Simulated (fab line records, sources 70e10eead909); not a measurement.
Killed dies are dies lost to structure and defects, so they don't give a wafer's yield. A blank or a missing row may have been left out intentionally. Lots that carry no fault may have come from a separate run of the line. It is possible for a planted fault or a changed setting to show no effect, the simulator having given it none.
2 desks looking at one fault || flow nand harc || numbers are kept per desk, each desk with only its own; the story behind them comes last

FROM THE METROLOGY DESK
Lot by lot, what the gauges showed, no matter which tool ran the lot: averages of those sampled wafers that carry a number. The brackets show how far a lot's mean lies from the usual mean; more than 4 standard deviations puts the lot out of limits, marked OUT.
Columns: A = cd nm at NHARC_P_M2_CD_MEAS_09, usual 170.3 nm
{"lot": "L355", "first seen here": "day 6 10:56", "A": 170.6}
{"lot": "L356", "first seen here": "day 6 21:58", "A": 170.2}
{"lot": "L359", "first seen here": "day 8 14:24", "A": 170.7}
{"lot": "L362", "first seen here": "day 9 17:47", "A": 170.6}
{"lot": "L364", "first seen here": "day 10 05:08", "A": "154.4 (-22) OUT"}
{"lot": "L367", "first seen here": "day 11 04:01", "A": "154.8 (-21) OUT"}
{"lot": "L374", "first seen here": "day 14 05:25", "A": 169.4}
{"lot": "L375", "first seen here": "day 15 02:04", "A": 168.9}
{"lot": "L376", "first seen here": "day 15 03:53", "A": 170.2}
{"lot": "L377", "first seen here": "day 15 18:20", "A": 170.2}
This desk's verdict: out of limits on L364, L367, starting with L364 at day 10 05:08 (cd nm at NHARC_P_M2_CD_MEAS_09). L355, L356, L359, L362, L374, L375, L376, L377 stayed within limits.

DESK OF THE TOOL OWNER: litho track-01
The tool's own readings at NHARC_P_M2_PEB_07 (peb time 65 s): means of the sampled wafers that have a number, for each lot that ran on this tool. The brackets show how far a lot's mean lies from the usual mean; more than 4 standard deviations puts the lot out of limits, marked OUT.
Columns: A = heater power total W at NHARC_P_M2_PEB_07, usual 156.7 W; B = resist line temp C at NHARC_P_M2_PEB_07, usual 22.97 C
{"lot": "L356", "first seen here": "day 6 21:53", "A": 156.7, "B": 23.01}
{"lot": "L362", "first seen here": "day 9 17:42", "A": 156.6, "B": 22.95}
{"lot": "L364", "first seen here": "day 10 05:03", "A": "197.7 (+99 or more) OUT", "B": 22.93}
{"lot": "L367", "first seen here": "day 11 03:55", "A": "197.9 (+99 or more) OUT", "B": 23.10}
{"lot": "L376", "first seen here": "day 15 03:49", "A": 156.7, "B": 22.84}
This desk's verdict: out of limits on L364, L367, starting with L364 at day 10 05:03 (heater power total W at NHARC_P_M2_PEB_07). L356, L362, L376 stayed within limits.

TAKEN TOGETHER
An alarm could have come from the tool owner's desk at day 10 05:03, on L364, L367.
On L364, L367, the metrology desk was in a position to raise an alarm at day 10 05:08.
The lots listed all ran NHARC_P_M2_PEB_07 on litho track-01.

WHAT THE SIMULATOR HAD INSERTED
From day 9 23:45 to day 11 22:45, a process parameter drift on litho track-01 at NHARC_P_M2_PEB_07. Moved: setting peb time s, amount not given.
Lots struck among those shown: L364, L367.
Delay (hours) between the fault's onset and each desk's first out-of-limits reading: 5 at the tool owner's desk, 5 at the metrology desk.
